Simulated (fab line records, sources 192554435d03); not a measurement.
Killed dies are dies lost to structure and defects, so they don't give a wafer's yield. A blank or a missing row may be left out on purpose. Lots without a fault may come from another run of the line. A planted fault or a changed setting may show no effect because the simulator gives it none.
One fault seen from 3 desks | flow n5_finfet | each desk has only its own numbers; what lay behind them comes last

THE TOOL OWNER'S DESK: rie_diel-05
The tool's own readings at N5_BEOL_M15_ETCH_38 (etches SiCN in CF4/N2, target depth 106.4 nm, time 120.5 s): means of the sampled wafers that have a number, for each lot that ran on this tool. A lot is out of limits, marked OUT, if its mean lies more than 4 standard deviations from the usual mean; the brackets give that distance.
Columns: A = drypump_motor_current_A at N5_BEOL_M15_ETCH_38, usual 5.9 A; B = oes_product_au at N5_BEOL_M15_ETCH_38, usual 0.81 a.u.; C = rf_vpp_V at N5_BEOL_M15_ETCH_38, usual 382.4 V; D = showerhead_plenum_p_Torr at N5_BEOL_M15_ETCH_38, usual 2.21 Torr; E = throttle_valve_pct at N5_BEOL_M15_ETCH_38, usual 15.41 %
lot  | first seen here | A   | B    | C     | D    | E
L431 | day 15 15:16    | 6.0 | 0.64 | 383.6 | 2.25 | 15.11
L430 | day 16 03:13    | 5.9 | 0.68 | 382.5 | 2.23 | 15.35
This desk's finding: nothing out of limits on any of the 2 lots.

THE DEFECT DESK
What the inspections along the route counted, lot by lot: means of the sampled wafers that have a number. A lot is out of limits, marked OUT, if its mean lies more than 4 standard deviations from the usual mean; the brackets give that distance.
Columns: A = raw_defect_count at N5_BEOL_M15_INSPECT_30, usual 2.1
lot  | first seen here | A
L415 | day 11 08:19    | 1.7
L416 | day 11 15:25    | 1.3
L431 | day 15 13:28    | 2.0
L430 | day 16 00:56    | 2.0
L433 | day 16 01:14    | 1.7
L436 | day 17 19:23    | 2.3
This desk's finding: nothing out of limits on any of the 6 lots.

THE METROLOGY DESK
What the gauges read, lot by lot, whatever tool the lot ran on: means of the sampled wafers that have a number. A lot is out of limits, marked OUT, if its mean lies more than 4 standard deviations from the usual mean; the brackets give that distance.
Columns: A = cd_nm at N5_BEOL_M15_CD_MEAS_28, usual 409.5 nm; B = M15_OVL at N5_BEOL_M15_OVL_MEAS_29, usual 1 nm
lot  | first seen here | A     | B
L415 | day 11 08:16    | 410.8 | -2
L416 | day 11 15:21    | 410.9 | 4
L431 | day 15 13:25    | 409.8 | 3
L430 | day 16 00:53    | 410.0 | 4
L433 | day 16 01:11    | 409.8 | 4
L436 | day 17 19:20    | 407.6 | -1
This desk's finding: nothing out of limits on any of the 6 lots.

PUT TOGETHER
The tool owner's desk saw nothing out of limits.
The defect desk saw nothing out of limits.
The metrology desk saw nothing out of limits.

WHAT THE SIMULATOR HAD PUT IN
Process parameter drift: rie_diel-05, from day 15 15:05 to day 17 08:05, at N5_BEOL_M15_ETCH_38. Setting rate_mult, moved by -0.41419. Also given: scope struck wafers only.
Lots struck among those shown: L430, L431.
